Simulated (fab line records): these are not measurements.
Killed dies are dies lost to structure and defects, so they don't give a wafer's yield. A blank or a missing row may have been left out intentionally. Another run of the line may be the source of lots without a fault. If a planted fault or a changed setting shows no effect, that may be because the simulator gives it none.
Matching of chambers | flow n5_finfet | N5_BEOL_M0_ALD_136 on ald_metal-01: 4 sister chambers
The step deposits TaN, pulse time 2 s, purge time 3 s, co reactant purge time 2 s. 4 wafers are shown with their chamber, then 9 later ones without.

WAFERS WITH THEIR CHAMBER
wafer  | chamber | heater_power_w (W)
L089.1 | 0       | 419
L090.1 | 2       | 363
L090.2 | 1       | 488
L090.3 | 3       | 467

WAFERS MISSING THEIR CHAMBER
wafer  | heater_power_w (W)
L093.1 | 471
L093.4 | 417
L093.6 | 478
L095.1 | 470
L095.2 | 366
L095.3 | 425
L096.1 | 423
L096.3 | 473
L096.4 | 367

THE CHAMBER EACH PASSED THROUGH
wafer  | from the rows above     | in truth
L093.1 | 3                       | 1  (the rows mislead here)
L093.4 | 0                       | 0
L093.6 | can't be placed: 1 or 3 | 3
L095.1 | 3                       | 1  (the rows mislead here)
L095.2 | 2                       | 2
L095.3 | 0                       | 0
L096.1 | 0                       | 0
L096.3 | can't be placed: 3 or 1 | 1
L096.4 | 2                       | 2
Correct placement for 5 of the 9. From these rows, 2 cannot be placed; in 2 the true chamber is one of the candidates. Number placed wrongly: 2.
How it was worked out, from the rows above alone: a wafer's distance from a chamber is the root of the sum, over the readings, of the square of ((its reading less the chamber's mean) divided by the reading's scatter). The wafer belongs to the nearest chamber; if the next one is less than 2 further off, it can't be placed. For every chamber, the mean is computed from those of its wafers that are shown. The scatter (one wafer shown for each chamber): square how far every hidden wafer sits from the nearest shown wafer, average those squares and take the square root.
